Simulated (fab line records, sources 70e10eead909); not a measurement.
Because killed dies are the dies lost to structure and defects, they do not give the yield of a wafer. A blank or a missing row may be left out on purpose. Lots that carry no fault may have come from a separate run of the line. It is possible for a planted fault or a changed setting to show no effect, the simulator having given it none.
Problem report in the 8D (eight disciplines) form, filled by code    flow nand_harc    the parts of the form that need people (team, actions taken, sign-off) are left out

== 1. WHAT IS WRONG ==
thk_nm at NHARC_A_BONDPAD_THK_MEAS_20 reads a mean of 30.5 nm on 6 wafers of 2 lots; wafers without a fault read 170.0 nm with a standard deviation of 1.5. That is -93 standard deviations from the usual mean.
The step: measures by xrf.
Seen first at day 22 10:27 on film_metro-01, wafer L818.4. At this step, 42 wafers from 14 lots have a number in the record. Rule for "out", or "out of limits": more than 4 standard deviations from the usual mean. The rest of the wafers with a number are treated as sound.

== 2. WHAT IT IS, WHAT IT ISN'T ==
question                     is                      is not
which readings at this step  thk_nm                  -
which lots                   L818, L819              L801, L802, L805, L806, L807, L808, L810, L813, L821, L822, L823, L824
which wafers of those lots   all that have a number  -
read on which gauges         film_metro-01           film_metro-02
when                         from day 22 10:27       up to then (24 sound wafers); but 12 sound wafers of L821, L822, L823, L824 came after

== 3. SUSPECTS, AND WHAT RULES EACH OUT ==
Counting: a tool at any process step up to the reading remains a suspect when it ran all the lots that are out and ran no sound lot after the first of those.
- the gauge at NHARC_A_BONDPAD_THK_MEAS_20: kept. All the wafers that are out were read on film_metro-01, and no step on other tools shows them out.
- pecvd-03 at NHARC_A_M1_PRE_CLEAN_32 (time 12 s): kept. All lots that are out passed through it, beginning with L818 at day 22 06:02, and no sound lot followed; its final sound lot before that point was L813 at day 20 12:43.
- rie_diel-06 at NHARC_A_BONDPAD_ETCH_34 (etches the open film in N2/H2, target depth 60 nm, overetch 18 nm, time 65.91 s): ruled out as a lasting fault. The sound lots L821, L822, L823, L824 went through it after L818, its earliest lot that is out (day 22 08:11).
- ecd_cu-01 at NHARC_A_BONDPAD_ECD_18 (material Cu, target thk 400 nm): ruled out as a lasting fault. The sound lots L821, L822, L823 went through it after L818, its earliest lot that is out (day 22 09:34).
Remaining after the count are pecvd-03 at NHARC_A_M1_PRE_CLEAN_32 and film_metro-01 at NHARC_A_BONDPAD_THK_MEAS_20.

== 4. THE CAUSE (what the simulator had put in) ==
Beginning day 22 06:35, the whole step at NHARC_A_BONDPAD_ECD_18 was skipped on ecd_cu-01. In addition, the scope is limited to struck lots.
Counting ruled it out, wrongly: the rule takes a fault to strike every lot that its tool runs from its start on, and this one did not.

== 5. SEQUENCE OF EFFECTS, ordered by route ==
Each row: a reading where the mean over the struck wafers with a number is more than 3 standard deviations away from the usual. Readings are gone through only where the record gives a usual standard deviation; hours: the median, over the lots, of the time from a lot's start at the first step in this table giving one to that lot's start at this step; sigmas: the change measured in usual standard deviations.
hours  step                         reading  usual     on struck wafers  change  sigmas
0      NHARC_A_BONDPAD_THK_MEAS_20  thk_nm   170.0 nm  30.5              -139.5  -93
Readings that are blank on the struck wafers while sound wafers have them: bath_heat_duty_pct at NHARC_A_BONDPAD_ECD_18; bath_temp_c at NHARC_A_BONDPAD_ECD_18.

== 6. HOW IT WOULD HAVE BEEN CAUGHT EARLIER ==
4 hours passed between the start of the fault at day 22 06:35 and the first reading out of limits at a measuring or inspecting step in this record, taken at day 22 10:27.
At NHARC_A_BONDPAD_ECD_18 the tool's readings are blank on the struck wafers, where sound wafers have them: an empty tool record is the first sign, and it was there at once.
